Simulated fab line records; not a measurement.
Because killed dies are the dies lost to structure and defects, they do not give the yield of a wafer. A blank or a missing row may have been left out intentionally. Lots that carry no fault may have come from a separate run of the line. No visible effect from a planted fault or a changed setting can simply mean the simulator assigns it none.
Check of tool commonality -- flow n5Finfet -- 31 wafers sampled across 11 lots

== REASON FOR OPENING ==
Flagged at N5_BEOL_M10_CD_MEAS_28: reading cdNm, on 2 of 11 lots. Fault-free wafers read 70.0 nm, with a standard deviation of 0.89.
Rule: a lot is flagged in two cases, either no wafer of it has a number, or all its wafers with numbers fall more than 4 standard deviations from that mean. The other lots count as sound.

lot,measured,on,"cdNm (nm), wafer by wafer",flag
L840,day 10 07:37,cdSem-02,69.2 67.8 69.0,
L844,day 11 16:02,cdSem-01,69.9 70.8 69.4,
L848,day 12 17:20,cdSem-01,69.3 69.1 70.2,
L847,day 12 19:12,cdSem-01,68.0 70.6 69.2,
L846,day 13 02:55,cdSem-02,69.6 70.1 69.2,
L854,day 14 21:12,cdSem-03,73.8,FLAGGED
L855,day 15 02:50,cdSem-01,74.1 74.1 73.8,FLAGGED
L858,day 16 09:19,cdSem-01,68.7 69.5 68.7,
L860,day 16 19:17,cdSem-02,68.9 70.5 70.4,
L859,day 17 04:53,cdSem-02,69.8 69.3 68.7,
L863,day 17 04:56,cdSem-01,69.5 69.2 70.8,
Average over the flagged lots: 73.9 nm; offset from the usual +3.9 nm, equal to +4 standard deviations.

== LOT BY LOT: THE TOOL USED ==
The record holds 1 process step before the reading, out of a route of 1938 steps. Each cell gives the tool, then ch followed by the chambers the sampled wafers passed through, then the start.
lot,flag,N5_BEOL_M10_PEB_26
L840,,"lithoTrack-01 ch 0, day 10 07:34"
L844,,"lithoTrack-05 ch 0, day 11 15:58"
L848,,"lithoTrack-01 ch 0, day 12 17:16"
L847,,"lithoTrack-05 ch 0, day 12 19:08"
L846,,"lithoTrack-03 ch 0, day 13 02:50"
L854,FLAGGED,"lithoTrack-01 ch 0, day 14 21:08"
L855,FLAGGED,"lithoTrack-01 ch 0, day 15 02:46"
L858,,"lithoTrack-05 ch 0, day 16 09:15"
L860,,"lithoTrack-03 ch 0, day 16 19:13"
L859,,"lithoTrack-03 ch 0, day 17 04:49"
L863,,"lithoTrack-05 ch 0, day 17 04:52"
What these steps do:
- N5_BEOL_M10_PEB_26: peb time 60 s.
- N5_BEOL_M10_CD_MEAS_28: target cd 70 nm.

== FLAGGED OVER TOTAL, TOOL BY TOOL (the gauges that took the reading come last) ==
step,tool,lots run,flagged,share of the flagged lots,sound lots run after its first flagged lot
N5_BEOL_M10_PEB_26,lithoTrack-01,4,2,all,0
N5_BEOL_M10_PEB_26,lithoTrack-03,3,0,none,-
N5_BEOL_M10_PEB_26,lithoTrack-05,4,0,none,-
N5_BEOL_M10_CD_MEAS_28,cdSem-01,6,1,some,"2 (L858,L863)"
N5_BEOL_M10_CD_MEAS_28,cdSem-02,4,0,none,-
N5_BEOL_M10_CD_MEAS_28,cdSem-03,1,1,some,0

== WHAT THE TABLE PERMITS ==
All flagged lots share 1 row of the table, namely lithoTrack-01 at N5_BEOL_M10_PEB_26.
- lithoTrack-01 at N5_BEOL_M10_PEB_26: 2 of its 4 lots flagged. Its last sound lot is L848 (day 12 17:16), its first flagged lot L854 (day 14 21:08): a fault that began between those two fits.
lithoTrack-01 at N5_BEOL_M10_PEB_26 is the single tool remaining.

== WHAT THE SIMULATOR HAD PUT IN ==
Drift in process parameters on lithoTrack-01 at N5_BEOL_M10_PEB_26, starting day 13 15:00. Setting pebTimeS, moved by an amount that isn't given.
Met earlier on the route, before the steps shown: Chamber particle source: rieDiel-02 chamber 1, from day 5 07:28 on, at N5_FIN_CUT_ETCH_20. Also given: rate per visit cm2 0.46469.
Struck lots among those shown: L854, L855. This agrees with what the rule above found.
